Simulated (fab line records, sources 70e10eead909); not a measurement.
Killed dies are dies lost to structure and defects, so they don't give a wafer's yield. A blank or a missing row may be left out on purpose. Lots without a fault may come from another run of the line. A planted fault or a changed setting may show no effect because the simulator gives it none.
Chamber matching | flow nand_harc | NHARC_P_M1_PRE_CLEAN_32 on pecvd-02: 3 sister chambers
The step time 12 s. 6 wafers are shown with their chamber, then 12 later ones without.

WAFERS WITH THEIR CHAMBER
wafer  | chamber | heater_power_w (W)
L089.2 | 2       | 743
L089.3 | 0       | 619
L089.4 | 1       | 591
L089.1 | 1       | 596
L089.5 | 2       | 732
L089.6 | 0       | 634

WAFERS WITHOUT THEIR CHAMBER
wafer  | heater_power_w (W)
L090.1 | 674
L090.2 | 677
L090.3 | 567
L092.1 | 742
L092.3 | 654
L092.4 | 663
L094.1 | 660
L094.2 | 650
L094.5 | 665
L095.2 | 606
L095.4 | 731
L095.6 | 635

WHICH CHAMBER EACH WENT THROUGH
wafer  | from the rows above     | in truth
L090.1 | 0                       | 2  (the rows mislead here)
L090.2 | can't be placed: 0 or 2 | 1
L090.3 | 1                       | 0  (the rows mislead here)
L092.1 | 2                       | 2
L092.3 | 0                       | 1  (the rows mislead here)
L092.4 | 0                       | 0
L094.1 | 0                       | 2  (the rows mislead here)
L094.2 | 0                       | 0
L094.5 | 0                       | 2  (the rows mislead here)
L095.2 | can't be placed: 1 or 0 | 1
L095.4 | 2                       | 2
L095.6 | 0                       | 0
Placed correctly: 5 of 12. Can't be placed from these rows: 2 (the true chamber is among the candidates in 1). Placed wrongly: 5.
How it was worked out, from the rows above alone: a wafer's distance from a chamber is the root of the sum, over the readings, of the square of ((its reading less the chamber's mean) divided by the reading's scatter). The wafer belongs to the nearest chamber; if the next one is less than 2 further off, it can't be placed. A chamber's mean is the mean of its shown wafers. The scatter: the root of (the sum of the squares of (reading less its chamber's mean) over the shown wafers, divided by (wafers less chambers)).
